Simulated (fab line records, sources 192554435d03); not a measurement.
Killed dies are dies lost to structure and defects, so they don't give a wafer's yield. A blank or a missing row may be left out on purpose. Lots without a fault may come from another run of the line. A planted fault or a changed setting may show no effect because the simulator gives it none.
fab line records | flow n5_finfet
record lots=24 wafers=72 last_day=18
route steps=1938 shown BEOL_M2@858
lots that met no fault: from a run of the same line without faults
start_h: hours from the record's first day to the start of the lot's first wafer shown | wait_h: hours since the lot's step before | " the same as in the row above | L1.1+2: a row that stands for several wafers | - no value, or no start given | * or withheld: withheld | < > ~ a bound
route shown NAME@n: a module of which the file shows steps, and the number in the route of the first | usual: mean/standard deviation of fault-free wafers | same: alike in all rows | chamber/n: place in a boat | sites: the reading at each site | _std_site: their standard deviation | _edge_site: outer sites' mean less inner sites' | radius_mm: how far each site lies from the wafer's centre | mask NAME#n: copy n | behind: the tool/chamber that last shaped the wafer | hold: why the lot was held/for how many hours/how that ended | device: the transistor (n, p or np) that didn't switch | end of line: the same wafers' tests at the end of the route | a step without rows: its recipe alone | killed: dies lost to structure and defects at the first sort, not the wafer's yield | map: a wafer's dies, x killed, . not, _ none there
set.NAME: the setting as run; set.NAME@STEP: as run at that earlier step | model.NAME: the simulator's own value behind a step, which no gauge read
steps of the route over a sample of lots; a table a step, a row a wafer
services: from which hour (start_h, from the record's first day; less than 0 if before it) a tool's chamber was out of use, for how many hours, and why
## steps
# step N5_BEOL_M2_ETCH_74
# recipe chemistry=N2/H2 target=underlayer target_depth_a=65 mask_material=CAR-EUV time_s=5.2 ion_energy_ev=200 pressure_mtorr=30 source_w=840 bias_w=150 n2_flow_sccm=200 h2_flow_sccm=200 ends=cleared
# usual drypump_motor_current_A=5.5/0.44 etch_rf_on_time_s=5.17/0.16 oes_product_au=0.70/0.077 rf_vpp_V=524.5/2.3 showerhead_plenum_p_Torr=2.56/0.076 throttle_valve_pct=17.68/0.18
# columns lot.wafer tool chamber start_h wait_h drypump_motor_current_A etch_rf_on_time_s oes_product_au rf_hours_counter_h rf_vpp_V showerhead_plenum_p_Torr throttle_valve_pct
L074.1 rie_diel-02 0 131.36 0.0 6.2 4.89 0.85 1 521.2 2.48 17.84
L074.2 " 1 " " 5.4 5.18 0.70 61 519.9 2.47 17.46
L074.5 " 3 " " 6.1 5.31 0.61 - 524.4 2.50 17.87
L075.3 rie_diel-01 3 136.85 0.0 4.8 5.22 0.68 78 524.4 2.57 17.51
L075.4 " 1 " " 5.5 5.31 0.57 249 525.1 2.59 17.63
L075.5 " 2 " " 5.6 4.96 0.81 - 524.8 2.60 17.67
L076.1 rie_diel-02 3 138.53 0.0 6.1 5.40 0.60 182 524.9 2.50 17.87
L076.2 " 1 " " 5.4 5.22 0.70 64 524.1 2.47 17.46
L076.3 " 0 " " 6.2 4.95 0.86 4 522.3 2.48 17.82
L077.3 rie_diel-02 0 146.33 0.0 6.2 4.85 0.84 6 521.1 2.48 17.82
L077.4 " 2 " " 6.2 5.40 0.77 13 521.7 2.50 17.35
L077.5 " 0 " " 6.2 4.86 0.84 - 521.7 2.48 17.80
L078.1 rie_diel-04 1 158.04 0.0 5.2 5.27 0.79 14 527.0 2.74 17.69
L078.3 " 0 " " 5.9 5.29 0.57 247 521.9 2.48 17.98
L078.4 " 3 " " 5.6 4.93 0.62 240 526.0 2.61 18.06
L079.2 rie_diel-02 2 158.95 0.0 6.2 5.34 0.74 18 523.1 2.50 17.34
L079.3 " 3 " " 6.1 5.35 0.61 189 522.7 2.50 17.90
L079.4 " 0 " " 6.2 4.91 0.81 11 521.1 2.48 17.85
L080.2 rie_diel-04 3 170.48 0.0 5.6 4.96 0.60 245 523.8 2.61 18.10
L080.3 " 1 " " 5.1 5.23 0.78 18 529.9 2.73 17.69
L080.4 " 2 " " 4.9 5.07 0.72 - 525.5 2.60 17.71
L081.1 rie_diel-04 3 175.50 0.0 5.6 4.95 0.60 247 525.7 2.61 18.09
L081.3 " 2 " " 4.9 5.13 0.73 - 524.1 2.60 17.75
L081.6 " 3 " " 5.6 5.00 0.61 - 527.0 2.61 18.08
L082.1 rie_diel-01 2 182.68 0.0 5.6 5.02 0.77 27 524.5 2.59 17.69
L082.3 " 3 " " 4.8 5.20 0.66 95 526.1 2.57 17.55
L082.4 " 1 " " 5.5 5.23 0.80 10 526.2 2.59 17.29
L083.2 rie_diel-01 1 188.79 0.0 5.5 5.24 0.77 12 523.6 2.59 17.27
L083.3 " 2 " " 5.6 4.99 0.76 30 526.5 2.59 17.67
L083.6 " 0 " " 5.6 5.29 0.60 - 527.5 2.64 17.70
L085.1 rie_diel-01 1 196.71 0.0 5.5 5.23 0.78 16 524.4 2.59 17.29
L085.2 " 3 " " 4.8 5.22 0.66 101 526.2 2.56 17.59
L085.6 " 0 " " 5.7 5.26 0.61 - 526.0 2.64 17.71
L084.3 rie_diel-01 1 198.98 0.0 5.5 5.14 0.78 16 526.4 2.59 17.31
L084.5 " 3 " " 4.8 5.20 0.67 - 523.3 2.56 17.57
L084.6 " 0 " " 5.7 5.27 0.61 - 524.8 2.64 17.72
L086.3 rie_diel-02 1 212.33 0.0 5.4 5.14 0.68 89 520.6 2.46 17.50
L086.4 " 2 " " 6.2 5.39 0.72 36 519.5 2.49 17.40
L086.5 " 0 " " 6.2 4.89 0.77 - 519.8 2.47 17.89
L087.3 rie_diel-04 3 213.51 0.0 5.6 4.76 0.87 4 525.9 2.60 17.67
L087.4 " 0 " " 5.8 5.24 0.78 11 523.6 2.47 17.62
L087.5 " 1 " " 5.2 5.27 0.76 - 528.0 2.73 17.70
L088.1 rie_diel-01 1 219.57 0.0 5.5 5.21 0.76 24 525.5 2.58 17.33
L088.2 " 3 " " 4.8 5.25 0.65 109 522.5 2.56 17.59
L088.5 " 0 " " 5.6 5.30 0.60 - 523.2 2.64 17.74
L089.2 rie_diel-02 1 221.86 0.0 5.4 5.14 0.67 93 521.1 2.46 17.53
L089.5 " 1 " " 5.4 5.16 0.68 - 521.1 2.46 17.54
L089.6 " 3 " " 6.1 5.39 0.59 - 524.1 2.49 17.92
L090.4 rie_diel-01 2 226.71 0.0 5.6 5.00 0.74 44 526.1 2.58 17.71
L090.5 " 3 " " 4.8 5.25 0.66 - 522.7 2.56 17.61
L090.6 " 2 " " 5.6 5.03 0.75 - 522.1 2.58 17.70
L091.1 rie_diel-04 2 247.24 0.0 5.0 5.16 0.69 79 524.7 2.59 17.78
L091.3 " 0 " " 5.9 5.26 0.75 22 521.1 2.47 17.65
L091.6 " 1 " " 5.2 5.19 0.75 - 529.1 2.72 17.74
L092.1 rie_diel-01 0 248.34 0.0 5.6 5.32 0.61 202 525.0 2.63 17.75
L092.2 " 2 " " 5.6 5.13 0.73 52 525.8 2.58 17.71
L092.5 " 0 " " 5.7 5.35 0.60 - 527.2 2.63 17.73
L094.2 rie_diel-04 0 253.95 0.0 5.9 5.29 0.75 24 523.1 2.47 17.65
L094.3 " 3 " " 5.6 4.84 0.83 17 525.8 2.60 17.72
L094.4 " 2 " " 5.0 5.14 0.69 80 527.6 2.58 17.79
L093.1 rie_diel-04 2 259.26 0.0 4.9 5.17 0.69 82 527.9 2.58 17.80
L093.4 " 1 " " 5.2 5.28 0.74 49 528.7 2.72 17.76
L093.5 " 0 " " 5.9 5.23 0.75 - 523.0 2.47 17.63
L095.4 rie_diel-04 3 260.57 0.0 5.6 4.86 0.82 19 524.2 2.60 17.71
L095.5 " 2 " " 5.0 5.19 0.67 - 523.4 2.58 17.78
L095.6 " 1 " " 5.2 5.27 0.72 - 525.7 2.72 17.73
L096.1 rie_diel-01 2 289.52 0.0 5.6 5.10 0.71 68 526.9 2.57 17.76
L096.3 " 1 " " 5.6 5.28 0.71 50 529.3 2.57 17.36
L096.5 " 2 " " 5.6 5.12 0.72 - 522.5 2.57 17.73
L097.2 rie_diel-02 3 293.80 0.0 6.1 5.43 0.57 237 523.6 2.48 17.97
L097.4 " 1 " " 5.4 5.20 0.66 115 523.7 2.45 17.57
L097.5 " 2 " " 6.2 5.46 0.69 - 522.3 2.48 17.44
# step N5_BEOL_M2_INSPECT_30
# recipe mode=adi inspect_instrument=brightfield
# usual raw_defect_count=402/82
# columns lot.wafer tool chamber start_h wait_h raw_defect_count
L074.1 defect_inspect-02 - 132.47 0.1 243
L074.2 " - " " 298
L074.5 " - " " 245
L075.3 defect_inspect-02 - 137.90 0.0 496
L075.4 " - " " 397
L075.5 " - " " 281
L076.1 defect_inspect-01 - 139.46 0.1 576
L076.2 " - " " 483
L076.3 " - " " 394
L077.3 defect_inspect-01 - 147.26 0.0 486
L077.4 " - " " 399
L077.5 " - " " 309
L078.1 defect_inspect-02 - 159.01 0.1 407
L078.3 " - " " 369
L078.4 " - " " 468
L079.2 defect_inspect-02 - 159.75 0.0 433
L079.3 " - " " 485
L079.4 " - " " 468
L080.2 defect_inspect-01 - 171.30 0.0 393
L080.3 " - " " 575
L080.4 " - " " 312
L081.1 defect_inspect-02 - 176.44 0.1 346
L081.3 " - " " 379
L081.6 " - " " 395
L082.1 defect_inspect-02 - 183.51 0.1 354
L082.3 " - " " 299
L082.4 " - " " 343
L083.2 defect_inspect-02 - 189.92 0.0 414
L083.3 " - " " 436
L083.6 " - " " 325
L085.1 defect_inspect-02 - 197.51 0.1 467
L085.2 " - " " 473
L085.6 " - " " 348
L084.3 defect_inspect-02 - 199.88 0.0 413
L084.5 " - " " 312
L084.6 " - " " 373
L086.3 defect_inspect-02 - 213.36 0.0 313
L086.4 " - " " 268
L086.5 " - " " 303
L087.3 defect_inspect-01 - 214.44 0.0 390
L087.4 " - " " 295
L087.5 " - " " 317
L088.1 defect_inspect-01 - 220.38 0.1 369
L088.2 " - " " 407
L088.5 " - " " 437
L089.2 defect_inspect-01 - 222.67 0.1 428
L089.5 " - " " 360
L089.6 " - " " 467
L090.4 defect_inspect-01 - 227.65 0.0 404
L090.5 " - " " 433
L090.6 " - " " 438
L091.1 defect_inspect-01 - 248.18 0.1 516
L091.3 " - " " 384
L091.6 " - " " 519
L092.1 defect_inspect-02 - 249.15 0.1 346
L092.2 " - " " 422
L092.5 " - " " 389
L094.2 defect_inspect-02 - 254.78 0.0 513
L094.3 " - " " 510
L094.4 " - " " 453
L093.1 defect_inspect-02 - 260.19 0.1 384
L093.4 " - " " 354
L093.5 " - " " 269
L095.4 defect_inspect-02 - 262.70 1.2 448
L095.5 " - " " 314
L095.6 " - " " 334
L096.1 defect_inspect-02 - 290.32 0.1 422
L096.3 " - " " 402
L096.5 " - " " 562
L097.2 defect_inspect-02 - 294.80 0.0 389
L097.4 " - " " 360
L097.5 " - " " 412
# step N5_BEOL_M2_OCD_MEAS_38
# usual trench_depth_nm=55.5/1.3
# columns lot.wafer tool chamber start_h wait_h trench_depth_nm
L074.1 ocd-02 - 137.58 - 54.4
L074.2 " - " " 56.6
L074.5 " - " " 54.8
L075.3 ocd-02 - 141.57 - 54.8
L075.4 " - " " 56.9
L075.5 " - " " 54.7
L076.1 ocd-02 - 144.60 - 55.4
L076.2 " - " " 53.8
L076.3 " - " " 57.6
L077.3 ocd-01 - 150.59 - 55.2
L077.4 " - " " 54.6
L077.5 " - " " 54.9
L078.1 ocd-01 - 160.34 - 55.9
L078.3 " - " " 57.4
L078.4 " - " " 54.1
L079.2 ocd-01 - 160.54 - 56.1
L079.3 " - " " 58.2
L079.4 " - " " 55.4
L080.2 ocd-02 - 174.73 - 57.4
L080.3 " - " " 54.3
L080.4 " - " " 54.4
L081.1 ocd-01 - 184.99 - 54.0
L081.3 " - " " 56.9
L081.6 " - " " 57.2
L082.1 ocd-01 - 185.21 - 54.6
L082.3 " - " " 53.6
L082.4 " - " " 54.5
L083.2 ocd-01 - 191.62 - 54.7
L083.3 " - " " 54.1
L083.6 " - " " 57.3
L085.1 ocd-02 - 198.39 - 56.8
L085.2 " - " " 55.9
L085.6 " - " " 54.7
L084.3 ocd-01 - 202.08 - 57.8
L084.5 " - " " 56.9
L084.6 " - " " 57.9
L086.3 ocd-02 - 217.10 - 56.5
L086.4 " - " " 54.7
L086.5 " - " " 55.0
L087.3 ocd-02 - 218.18 - 57.4
L087.4 " - " " 54.8
L087.5 " - " " 55.0
L088.1 ocd-01 - 230.29 - 54.2
L088.2 " - " " 55.4
L088.5 " - " " 55.1
L089.2 ocd-01 - 246.84 - 58.6
L089.5 " - " " 56.3
L089.6 " - " " 58.7
L090.4 ocd-02 - 246.94 - 55.0
L090.5 " - " " 54.7
L090.6 " - " " 54.5
L091.1 ocd-02 - 249.75 - 55.3
L091.3 " - " " 56.8
L091.6 " - " " 55.4
L092.1 ocd-01 - 250.11 - 55.5
L092.2 " - " " 57.3
L092.5 " - " " 55.1
L094.2 ocd-01 - 255.50 - 55.6
L094.3 " - " " 57.3
L094.4 " - " " 55.8
L093.1 ocd-01 - 260.94 - 56.2
L093.4 " - " " 55.0
L093.5 " - " " 54.8
L095.4 ocd-02 - 267.80 - 55.9
L095.5 " - " " 56.8
L095.6 " - " " 55.9
L096.1 ocd-01 - 291.80 - 54.6
L096.3 " - " " 54.6
L096.5 " - " " 55.0
L097.2 ocd-02 - 299.18 - 55.6
L097.4 " - " " 54.3
L097.5 " - " " 55.4
# step N5_BEOL_M2_CD_MEAS_35
# recipe target_cd_nm=18 target_cd_y_nm=22.2 polarity=opening
# usual cd_nm=17.9/0.44
# columns lot.wafer tool chamber start_h wait_h cd_nm
L074.1 cd_sem-03 - 137.73 0.0 17.8
L074.2 " - " " 18.1
L074.5 " - " " 17.8
L075.3 cd_sem-01 - 141.72 0.0 17.5
L075.4 " - " " 18.6
L075.5 " - " " 18.7
L076.1 cd_sem-03 - 144.75 0.0 18.2
L076.2 " - " " 17.9
L076.3 " - " " 18.4
L077.3 cd_sem-03 - 150.74 0.0 17.6
L077.4 " - " " 17.4
L077.5 " - " " 18.0
L078.1 cd_sem-01 - 160.50 0.0 17.8
L078.3 " - " " 17.7
L078.4 " - " " 18.2
L079.2 cd_sem-03 - 160.69 0.0 18.1
L079.3 " - " " 17.7
L079.4 " - " " 17.9
L080.2 cd_sem-02 - 174.88 0.0 18.4
L080.3 " - " " 18.2
L080.4 " - " " 17.5
L081.1 cd_sem-03 - 185.14 0.0 18.4
L081.3 " - " " 17.6
L081.6 " - " " 18.8
L082.1 cd_sem-01 - 185.36 0.0 18.6
L082.3 " - " " 18.0
L082.4 " - " " 18.1
L083.2 cd_sem-01 - 191.78 0.0 17.7
L083.3 " - " " 18.6
L083.6 " - " " 17.8
L085.1 cd_sem-01 - 198.54 0.0 17.7
L085.2 " - " " 18.4
L085.6 " - " " 17.7
L084.3 cd_sem-03 - 202.24 0.0 17.8
L084.5 " - " " 17.5
L084.6 " - " " 17.8
L086.3 cd_sem-03 - 217.25 0.0 17.7
L086.4 " - " " 17.6
L086.5 " - " " 18.6
L087.3 cd_sem-02 - 218.33 0.0 17.3
L087.4 " - " " 18.2
L087.5 " - " " 17.4
L088.1 cd_sem-01 - 230.54 0.0 17.7
L088.2 " - " " 18.7
L088.5 " - " " 17.2
L089.2 cd_sem-02 - 246.99 0.0 18.5
L089.5 " - " " 18.3
L089.6 " - " " 18.3
L090.4 cd_sem-03 - 247.09 0.0 18.7
L090.5 " - " " 17.9
L090.6 " - " " 17.6
L091.1 cd_sem-02 - 249.91 0.0 17.8
L091.3 " - " " 17.4
L091.6 " - " " 17.7
L092.1 cd_sem-03 - 250.26 0.0 18.2
L092.2 " - " " 17.9
L092.5 " - " " 17.8
L094.2 cd_sem-03 - 255.65 0.0 18.0
L094.3 " - " " 17.7
L094.4 " - " " 17.1
L093.1 cd_sem-01 - 261.09 0.0 17.2
L093.4 " - " " 18.2
L093.5 " - " " 18.1
L095.4 cd_sem-03 - 267.95 0.0 18.3
L095.5 " - " " 17.1
L095.6 " - " " 18.1
L096.1 cd_sem-01 - 291.95 0.0 18.5
L096.3 " - " " 17.9
L096.5 " - " " 17.4
L097.2 cd_sem-03 - 299.33 0.0 18.0
L097.4 " - " " 18.3
L097.5 " - " " 17.8
# step N5_BEOL_M2_ANNEAL_49
# recipe temp_c=400 time_s=240 ambient=vacuum
# usual heater_power_w=830/96
# columns lot.wafer tool chamber start_h wait_h heater_power_w
L074.1 pvd_sputter-03 - 139.26 0.0 622
L074.2 " - " " 789
L074.5 " - " " 1009
L075.3 pvd_sputter-01 - 144.22 0.0 787
L075.4 " - " " 752
L075.5 " - " " 823
L076.1 pvd_sputter-01 - 146.60 0.0 780
L076.2 " - " " 773
L076.3 " - " " 745
L077.3 pvd_sputter-02 - 152.20 0.0 868
L077.4 " - " " 799
L077.5 " - " " 798
L079.2 pvd_sputter-02 - 161.62 0.0 844
L079.3 " - " " 893
L079.4 " - " " 821
L078.1 pvd_sputter-03 - 161.65 0.0 1003
L078.3 " - " " 625
L078.4 " - " " 815
L080.2 pvd_sputter-03 - 180.35 0.0 812
L080.3 " - " " 1018
L080.4 " - " " 631
L081.1 pvd_sputter-01 - 186.23 0.0 802
L081.3 " - " " 948
L081.6 " - " " 811
L082.1 pvd_sputter-01 - 188.11 0.0 948
L082.3 " - " " 775
L082.4 " - " " 798
L083.2 pvd_sputter-01 - 193.96 0.0 960
L083.3 " - " " 788
L083.6 " - " " 740
L085.1 pvd_sputter-03 - 200.53 0.0 793
L085.2 " - " " 1018
L085.6 " - " " 826
L084.3 pvd_sputter-01 - 203.75 0.0 952
L084.5 " - " " 832
L084.6 " - " " 783
L086.3 pvd_sputter-01 - 218.19 0.0 926
L086.4 " - " " 800
L086.5 " - " " 768
L087.3 pvd_sputter-02 - 219.42 0.0 788
L087.4 " - " " 883
L087.5 " - " " 843
L088.1 pvd_sputter-01 - 233.70 0.0 938
L088.2 " - " " 783
L088.5 " - " " 778
L089.2 pvd_sputter-02 - 248.05 0.0 859
L089.5 " - " " 890
L089.6 " - " " 799
L090.4 pvd_sputter-03 - 248.09 0.0 810
L090.5 " - " " 1014
L090.6 " - " " 825
L091.1 pvd_sputter-02 - 250.78 0.0 812
L091.3 " - " " 866
L091.6 " - " " 807
L092.1 pvd_sputter-03 - 251.36 0.0 621
L092.2 " - " " 843
L092.5 " - " " 825
L094.2 pvd_sputter-03 - 256.92 0.0 833
L094.3 " - " " 844
L094.4 " - " " 1013
L093.1 pvd_sputter-02 - 261.95 0.0 899
L093.4 " - " " 780
L093.5 " - " " 822
L095.4 pvd_sputter-03 - 269.06 0.0 1014
L095.5 " - " " 841
L095.6 " - " " 608
L096.1 pvd_sputter-02 - 293.76 0.0 883
L096.3 " - " " 804
L096.5 " - " " 799
L097.2 pvd_sputter-02 - 300.69 0.0 904
L097.4 " - " " 823
L097.5 " - " " 909
# step N5_BEOL_M2_ANNEAL_93
# recipe temp_c=400 time_s=240 ambient=vacuum
# usual heater_power_w=831/98
# columns lot.wafer tool chamber start_h wait_h heater_power_w
L074.1 pvd_sputter-03 - 140.58 0.0 612
L074.2 " - " " 824
L074.5 " - " " 1017
L075.3 pvd_sputter-01 - 145.54 0.0 789
L075.4 " - " " 744
L075.5 " - " " 797
L076.1 pvd_sputter-01 - 147.92 0.0 808
L076.2 " - " " 756
L076.3 " - " " 749
L077.3 pvd_sputter-02 - 153.52 0.0 867
L077.4 " - " " 804
L077.5 " - " " 829
L079.2 pvd_sputter-02 - 162.94 0.0 822
L079.3 " - " " 890
L079.4 " - " " 826
L078.1 pvd_sputter-03 - 162.97 0.0 1048
L078.3 " - " " 617
L078.4 " - " " 838
L080.2 pvd_sputter-03 - 181.67 0.0 828
L080.3 " - " " 1030
L080.4 " - " " 627
L081.1 pvd_sputter-01 - 187.55 0.0 790
L081.3 " - " " 931
L081.6 " - " " 815
L082.1 pvd_sputter-01 - 189.43 0.0 943
L082.3 " - " " 791
L082.4 " - " " 791
L083.2 pvd_sputter-01 - 195.28 0.0 959
L083.3 " - " " 796
L083.6 " - " " 736
L084.3 pvd_sputter-01 - 205.07 0.0 940
L084.5 " - " " 806
L084.6 " - " " 786
L085.1 pvd_sputter-03 - 207.33 5.5 826
L085.2 " - " " 1028
L085.6 " - " " 826
L086.3 pvd_sputter-01 - 219.51 0.0 961
L086.4 " - " " 803
L086.5 " - " " 775
L087.3 pvd_sputter-02 - 220.74 0.0 800
L087.4 " - " " 917
L087.5 " - " " 848
L088.1 pvd_sputter-01 - 235.02 0.0 944
L088.2 " - " " 801
L088.5 " - " " 772
L089.2 pvd_sputter-02 - 249.37 0.0 873
L089.5 " - " " 887
L089.6 " - " " 814
L090.4 pvd_sputter-03 - 249.41 0.0 835
L090.5 " - " " 1010
L090.6 " - " " 814
L091.1 pvd_sputter-02 - 252.10 0.0 807
L091.3 " - " " 856
L091.6 " - " " 830
L092.1 pvd_sputter-03 - 252.68 0.0 614
L092.2 " - " " 848
L092.5 " - " " 803
L094.2 pvd_sputter-03 - 258.24 0.0 822
L094.3 " - " " 830
L094.4 " - " " 1030
L093.1 pvd_sputter-02 - 263.27 0.0 881
L093.4 " - " " 806
L093.5 " - " " 830
L095.4 pvd_sputter-03 - 270.38 0.0 1009
L095.5 " - " " 821
L095.6 " - " " 614
L096.1 pvd_sputter-02 - 295.08 0.0 902
L096.3 " - " " 811
L096.5 " - " " 785
L097.2 pvd_sputter-02 - 302.01 0.0 888
L097.4 " - " " 805
L097.5 " - " " 904
## services
# columns tool chamber start_h hours kind
rie_diel-02 0 112.52 - clean
rie_diel-02 0 112.52 - consumable_replace:focus_ring
rie_diel-02 0 112.52 13.0 scheduled_down
rie_diel-01 0 114.92 6.0 repair
pvd_sputter-03 - 121.47 2.2 repair
rie_diel-01 1 139.95 - clean
rie_diel-01 1 139.95 - consumable_replace:focus_ring
rie_diel-01 1 139.95 16.9 scheduled_down
rie_diel-01 1 139.95 16.9 vent_cycle
rie_diel-04 0 165.14 - clean
rie_diel-04 0 165.14 - consumable_replace:focus_ring
rie_diel-04 0 165.14 17.2 scheduled_down
rie_diel-04 0 165.14 17.2 vent_cycle
rie_diel-04 1 173.76 7.8 repair
pvd_sputter-02 - 174.82 1.6 repair
rie_diel-04 3 182.36 - clean
rie_diel-04 3 182.36 - consumable_replace:focus_ring
rie_diel-04 3 182.36 21.1 scheduled_down
rie_diel-04 3 182.36 21.1 vent_cycle
rie_diel-02 2 220.06 5.1 repair
rie_diel-02 - 236.00 4.0 repair
rie_diel-04 - 260.98 14.6 pm
rie_diel-04 3 277.80 22.7 repair
rie_diel-04 - 278.13 2.0 repair
## key
fault none
